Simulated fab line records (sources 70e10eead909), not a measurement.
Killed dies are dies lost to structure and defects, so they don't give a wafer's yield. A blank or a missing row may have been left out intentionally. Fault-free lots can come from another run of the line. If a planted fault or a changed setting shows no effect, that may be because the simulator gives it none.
What tool caused it?	flow nandHarc	6 lots with 18 wafers sampled at 2 steps, on a route of 1302 steps

## WHAT THE GAUGES READ, wafer by wafer
NHARC_P_ZERO_WELL_CD_MEAS_24 targets a cd of 720 nm.
lot	measured	on	cdNm (nm)
L410	day 2 18:39	cdSem-03	719.5 719.4 718.8
L412	day 3 14:44	cdSem-01	719.7 720.0 719.8
L415	day 4 20:55	cdSem-01	717.5 718.8 720.0
L418	day 6 04:34	cdSem-02	720.2 721.6 720.6
L422	day 7 18:32	cdSem-02	721.1 720.4 721.7
L430	day 11 02:28	cdSem-03	719.9 719.1 717.3

## WHAT TOOL EACH LOT RAN ON (gives the tool, then ch and the chambers of the sampled wafers, and finally the start)
lot	NHARC_P_ZERO_WELL_EXPOSE_21
L410	krfScanner-03 ch 0, day 2 18:29
L412	krfScanner-04 ch 0, day 3 14:35
L415	krfScanner-02 ch 0, day 4 20:46
L418	krfScanner-04 ch 0, day 6 04:25
L422	krfScanner-04 ch 0, day 7 18:23
L430	krfScanner-04 ch 0, day 11 02:19
- NHARC_P_ZERO_WELL_EXPOSE_21: exposes mask P NWELL, target cd 720 nm.

## THE ANSWER, worked out from the rows above alone
Rule: the usual values come from the lots themselves. The widest of any qualifying gaps counts: lots, ordered by their means at a reading, are off when they make up no more than a third of the lots, leave a main group of 4 or more, and stand apart from it by 3 or more times the standard deviation of that group's means. If all means in a main group match to the digits the tables above print for the reading, that group is not used. Also off: a lot with no number at a reading for which 4 or more lots have one. Where the step has rows for the other lots, those lots are counted as sound.
Across all readings shown, no lot is off: no conclusion can be drawn from this.

## WHAT WAS PUT IN BY THE SIMULATOR
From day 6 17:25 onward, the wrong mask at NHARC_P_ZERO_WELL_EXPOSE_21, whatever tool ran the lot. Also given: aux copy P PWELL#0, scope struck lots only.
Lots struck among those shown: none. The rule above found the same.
